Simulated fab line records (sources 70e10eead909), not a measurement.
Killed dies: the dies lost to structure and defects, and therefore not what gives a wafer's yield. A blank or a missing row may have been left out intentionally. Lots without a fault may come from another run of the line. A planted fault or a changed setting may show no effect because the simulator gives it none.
Matching of chambers | flow nand harc | rie diel-12 running NHARC_HYBRID_BOND_ACTIVATE_00: 4 sister chambers
The step chemistry N2, time 60 s. 4 wafers are shown with their chamber, then 7 later ones without.

== WAFERS, EACH WITH ITS CHAMBER ==
wafer  | chamber | drypump motor current A (A)
L291.6 | 0       | 6.0
L293.6 | 1       | 6.6
L295.4 | 2       | 5.2
L295.5 | 3       | 5.0

== WAFERS WHOSE CHAMBER IS MISSING ==
wafer  | drypump motor current A (A)
L295.6 | 5.2
L297.1 | 5.2
L297.2 | 6.0
L297.3 | 5.1
L298.2 | 5.1
L298.3 | 6.5
L298.5 | 5.1

== WHICH CHAMBER EACH WENT THROUGH ==
wafer  | from the rows above     | in truth
L295.6 | 2                       | 2
L297.1 | 2                       | 2
L297.2 | 0                       | 0
L297.3 | can't be placed: 3 or 2 | 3
L298.2 | can't be placed: 3 or 2 | 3
L298.3 | 1                       | 1
L298.5 | can't be placed: 3 or 2 | 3
4 of 7 placed correctly. Can't be placed from these rows: 3 (the true chamber is among the candidates in 3). Number placed wrongly: 0.
How it was worked out, from the rows above alone: a wafer's distance from a chamber is the root of the sum, over the readings, of the square of ((its reading less the chamber's mean) divided by the reading's scatter). If the next closest chamber is less than 2 further off than the closest, the wafer can't be placed; otherwise it belongs to the closest. For every chamber, the mean is computed from those of its wafers that are shown. The scatter: with one shown wafer a chamber, the root of the mean of the squares of how far each hidden wafer lies from its nearest shown one.
